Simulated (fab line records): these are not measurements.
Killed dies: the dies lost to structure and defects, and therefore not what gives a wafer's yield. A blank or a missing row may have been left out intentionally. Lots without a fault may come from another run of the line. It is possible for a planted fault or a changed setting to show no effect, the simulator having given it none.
Struck lot and sound lot, side by side ; flow nand_harc ; 15 out of 1302 route steps
Sound: the wafers L321.2, L321.3, L321.5. Wafers L336.1, L336.5, L336.6 were the ones struck. At the end, the cause is stated.
For every step that has rows: the tool of each side, followed by ch and its chambers, followed by its first start. Under that, the readings that differ: sound wafers ; struck wafers ; difference of the means ; sigmas: that difference in standard deviations of wafers without a fault.
alike: readings whose means differ by less than 2 such deviations, and words and numbers that are the same on both sides. not compared: withheld readings, readings that some wafer has no value for, bounds like >300 that may hide the same value, and numbers for which the record gives no deviation and whose values overlap.
Wherever a step has rows on one side only, a row that says differs or no value, or a row with sigmas, the two part there. Numbers that don't overlap but have no deviation are shown without sigmas and don't part them. A reading missing from all wafers of one side parts the sides only when that side holds two or more wafers.

NHARC_P_GATE_DESCUM_13: chemistry O2, time 3 s.
  sound on rie_diel-11 ch 1,2, day 4 14:28; struck on rie_diel-11 ch 0,2,3, day 10 10:35
  alike: chamber_pressure_mTorr, drypump_motor_current_A, oes_product_au, rf_vpp_V, showerhead_plenum_p_Torr, throttle_valve_pct
  not compared: rf_hours_counter_h
then, 6 steps without rows for these wafers: NHARC_P_GATE_ETCH_14 (etches SiO2 in dHF, target depth 48.8 nm); NHARC_P_GATE_STRIP_15 (strips in SPM, time 780 s); NHARC_P_GATE_PRECLEAN_71 (cleans in SC1); NHARC_P_GATE_SRD_72; NHARC_P_GATE_OXIDE_16 (material SiO2, target thk 3 nm, ox time 392 s); NHARC_P_GATE_CVD_17 (deposits poly-Si, target thk 150 nm, time 900 s).
NHARC_P_GATE_HM_DEP_102: deposits aC, target thk 120 nm.
  sound on acl_dep-01 ch 0, day 5 02:55; struck on acl_dep-03 ch 0, day 11 03:49
  alike: throttle_valve_pct
NHARC_P_GATE_DEP_103: deposits SiON, target thk 30 nm.
  sound on pecvd-03 ch 1,2, day 5 03:28; struck on pecvd-03 ch 1,2, day 11 04:30
  alike: heater_power_w, rf_fwd_power_W
then, 3 steps without rows for these wafers: NHARC_P_GATE_DEHYDRATE_18 (time 120 s); NHARC_P_GATE_HMDS_19 (time 30 s); NHARC_P_GATE_COAT_20 (resist thk 90 nm).
NHARC_P_GATE_SOFTBAKE_21: time 55 s.
  sound on litho_track-04 ch 0, day 5 03:00; struck on litho_track-04 ch 0, day 11 04:00
reading;sound;struck;difference;sigmas
chill_plate_temp_C (C);23.11 23.08 22.98;22.77 22.89 22.83;-0.23;-2
heater_power_total_W (W);188.58 188.36 188.34;323.05 323.58 322.99;+134.78;+99 or more
then, 2 steps without rows for these wafers: NHARC_P_GATE_EBR_22; NHARC_END_SORT_01.

WHERE THEY PART
Only at NHARC_P_GATE_SOFTBAKE_21, as far as this record shows.

WHY: whatever the simulator had introduced
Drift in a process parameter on litho_track-04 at NHARC_P_GATE_SOFTBAKE_21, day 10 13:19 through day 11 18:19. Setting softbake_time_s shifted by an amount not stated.
